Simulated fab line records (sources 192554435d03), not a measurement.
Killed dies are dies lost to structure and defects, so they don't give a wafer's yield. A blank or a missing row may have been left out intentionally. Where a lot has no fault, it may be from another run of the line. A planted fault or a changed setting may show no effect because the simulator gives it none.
Chamber matching | flow n5 finfet | N5_MOL_CONTACT_COAG_ETCHBACK_134 on rie diel-04: 4 sister chambers
The step etches SiO2 in CHF3, target depth 10 nm, time 6.7 s. 4 wafers are shown with their chamber, then 9 later ones without.

## WAFERS PAIRED WITH THEIR CHAMBERS
wafer  | chamber | showerhead plenum p Torr (Torr)
L080.1 | 1       | 2.41
L082.1 | 0       | 2.31
L082.2 | 3       | 2.38
L082.4 | 2       | 2.28

## WAFERS MISSING THEIR CHAMBER
wafer  | showerhead plenum p Torr (Torr)
L085.2 | 2.27
L085.3 | 2.31
L085.6 | 2.41
L091.1 | 2.31
L091.3 | 2.27
L091.4 | 2.37
L095.1 | 2.37
L095.2 | 2.31
L095.4 | 2.27

## CHAMBER TAKEN BY EACH
wafer  | from the rows above | in truth
L085.2 | 2                   | 2
L085.3 | 0                   | 0
L085.6 | 1                   | 1
L091.1 | 0                   | 0
L091.3 | 2                   | 2
L091.4 | 3                   | 3
L095.1 | 3                   | 3
L095.2 | 0                   | 0
L095.4 | 2                   | 2
Correct placement for 9 of the 9. Not placeable from these rows: 0. Wrongly placed: 0.
How it was worked out, from the rows above alone: a wafer's distance from a chamber is the root of the sum, over the readings, of the square of ((its reading less the chamber's mean) divided by the reading's scatter). If the next closest chamber is less than 2 further off than the closest, the wafer can't be placed; otherwise it belongs to the closest. Each chamber's mean is taken over the wafers shown for it. The scatter: root of mean squared gap, hidden wafer to nearest shown wafer, with one shown wafer a chamber.
